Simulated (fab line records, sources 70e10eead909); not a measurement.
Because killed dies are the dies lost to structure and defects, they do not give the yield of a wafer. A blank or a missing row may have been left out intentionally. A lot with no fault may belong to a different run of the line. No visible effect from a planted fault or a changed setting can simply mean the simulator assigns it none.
Comparing a struck lot with a sound one + flow nand_harc + 15 out of 1302 route steps
Sound: these wafers, L567.3, L567.5, L567.6. Struck: wafers L578.2, L578.3, L578.4. Last of all comes the cause.
Order at every step that has rows: each side's tool, ch and its chambers, its first start. Under that, the readings that differ: sound wafers + struck wafers + difference of the means + sigmas: that difference in standard deviations of wafers without a fault.
alike: readings with means less than 2 such deviations apart, plus words and numbers identical on both sides. not compared: withheld readings, readings lacking a value on some wafer, bounds such as >300 that could conceal the same value, and numbers that have no deviation in the record and whose values overlap.
Wherever a step has rows on one side only, a row that says differs or no value, or a row with sigmas, the two part there. When numbers do not overlap yet have no deviation, they are printed without sigmas and do not part them. A reading that every wafer of one side lacks parts them only if that side has two wafers or more.

first, 8 steps without rows for these wafers: NHARC_A_CONTACT_COAT_61 (time 75 s); NHARC_A_CONTACT_COAT_62 (time 65 s); NHARC_A_CONTACT_COAT_63 (resist thk 90 nm); NHARC_A_CONTACT_SOFTBAKE_64 (time 55 s); NHARC_A_CONTACT_EBR_65; NHARC_A_CONTACT_EXPOSE_66 (exposes mask A CC 2); NHARC_A_CONTACT_PEB_67 (peb time 65 s); NHARC_A_CONTACT_DEVELOP_68 (develop time 35 s).
NHARC_A_CONTACT_CD_MEAS_69 targets a cd of 300 nm.
  sound on cd_sem-01 ch 0, day 24 07:49; struck on cd_sem-02 ch 0, day 28 15:49
  alike: cd_nm
NHARC_A_CONTACT_OVL_MEAS_70:
  sound: overlay-02 at day 24 07:54; struck: overlay-01 at day 28 15:53
| reading           | sound        | struck      | difference | sigmas |
|-------------------|--------------|-------------|------------|--------|
| overlay_y_nm (nm) | -0.3 0.0 0.2 | 2.4 2.9 3.1 | +2.8       | +3     |
  alike: overlay_x_nm
NHARC_A_CONTACT_INSPECT_71:
  sound: defect_inspect-01 at day 24 07:56; struck: defect_inspect-01 at day 28 15:56
  alike: raw_defect_count
NHARC_A_CONTACT_DESCUM_74: chemistry O2, time 3 s.
  sound on rie_diel-05 ch 0,2,3, day 24 08:01; struck on rie_diel-05 ch 0,1,3, day 28 15:59
  alike: drypump_motor_current_A, o2_flow_sccm, oes_product_au, rf_vpp_V, showerhead_plenum_p_Torr, throttle_valve_pct
  not compared: rf_hours_counter_h
NHARC_A_CONTACT_ETCH_75: etches the open film in CF4, target depth 39 nm, time 65 s.
  sound on rie_diel-05 ch 0,3, day 24 08:07; struck on rie_diel-05 ch 0,1,3, day 28 16:05
  no value came back on the struck wafers for any of 8 readings (bias_w (W), cf4_flow_sccm (sccm) and others); on the sound wafers bias_w (W) reads 99.9 100.2 99.8
  not compared: rf_hours_counter_h
NHARC_A_CONTACT_ETCH_76: etches the open film in N2/H2, target depth 260 nm, time 475.3 s.
  sound on rie_diel-05 ch 0,2,3; struck on rie_diel-05 ch 1,2,3, day 28 16:10
  alike: bias_w, chamber_pressure_mTorr, drypump_motor_current_A, h2_flow_sccm, oes_product_au, rf_fwd_power_W, rf_vpp_V, showerhead_plenum_p_Torr, throttle_valve_pct
  not compared: rf_hours_counter_h
-- the record jumps here: 3 days lie between the struck wafers' starts before and after (it left off in module A_CONTACT and takes up again in module END, whose first step shown is number 1302 of the route) --
NHARC_END_SORT_01:
  at this point the record logs the struck wafers (prober-02 ch 0, day 31 04:13) and has no rows for the sound ones

## WHERE THEY PART
Earliest at NHARC_A_CONTACT_OVL_MEAS_70; latest, in this record, at NHARC_END_SORT_01.

WHY: what had been put in by the simulator
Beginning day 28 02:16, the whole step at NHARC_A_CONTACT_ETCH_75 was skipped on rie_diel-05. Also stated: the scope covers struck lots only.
